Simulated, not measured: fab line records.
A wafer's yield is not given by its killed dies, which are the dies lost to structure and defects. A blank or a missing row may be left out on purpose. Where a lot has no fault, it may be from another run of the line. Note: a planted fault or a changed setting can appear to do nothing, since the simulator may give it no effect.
Matching of chambers ; flow n5 finfet ; N5_BEOL_M13_VIA_ETCH_16 on rie diel-02: 4 sister chambers
The step etches SiOC in C4F8/O2/Ar, target depth 921.7 nm. 14 wafers are shown with their chamber, then 7 later ones without.

== WAFERS PAIRED WITH THEIR CHAMBERS ==
wafer;chamber;showerhead plenum p Torr (Torr);throttle valve pct (%);drypump motor current A (A)
L076.2;0;3.51;24.00;5.6
L076.5;1;3.28;24.54;5.6
L076.6;0;3.51;24.01;5.6
L081.1;0;3.51;24.01;5.6
L081.5;1;3.28;24.55;5.6
L081.6;0;3.51;24.00;5.6
L082.1;0;3.51;24.00;5.6
L082.5;1;3.28;24.56;5.6
L082.6;2;3.41;24.34;5.9
L088.1;1;3.28;24.56;5.6
L088.2;0;3.50;24.03;5.6
L088.5;1;3.28;24.55;5.6
L089.1;3;3.43;24.09;5.3
L089.4;2;3.41;24.34;5.8

SIGNATURES (means of the wafers above)
reading;chamber 0;chamber 1;chamber 2;chamber 3;scatter within a chamber
showerhead plenum p Torr;3.5083;3.2800;3.4100;3.4300;0.00289
throttle valve pct;24.0083;24.5520;24.3400;24.0900;0.00981
drypump motor current A;5.600;5.600;5.850;5.300;0.0224
Rule: for a wafer and a chamber, the distance is found by dividing, reading by reading, the gap between the wafer's reading and the chamber's mean by the reading's scatter, squaring, summing and taking the root. If the next closest chamber is less than 2 further off than the closest, the wafer can't be placed; otherwise it belongs to the closest. How the scatter is found: for the shown wafers, subtract from each reading the mean of its chamber, square and add these, divide the total by (wafers less chambers), then take the root.

== WAFERS WITHOUT THEIR CHAMBER ==
wafer;showerhead plenum p Torr (Torr);throttle valve pct (%);drypump motor current A (A)
L089.6;3.27;24.58;5.6
L090.1;3.41;24.35;5.9
L090.2;3.27;24.58;5.6
L090.3;3.43;24.11;5.4
L097.1;3.27;24.59;5.6
L097.3;3.49;24.06;5.6
L097.5;3.43;24.14;5.4

== WHICH CHAMBER EACH WENT THROUGH ==
wafer;from the rows above;in truth
L089.6;1;1
L090.1;2;2
L090.2;1;1
L090.3;3;3
L097.1;1;1
L097.3;0;0
L097.5;3;3
Correct placement for 7 of the 7. Can't be placed from these rows: 0. Number placed wrongly: 0.
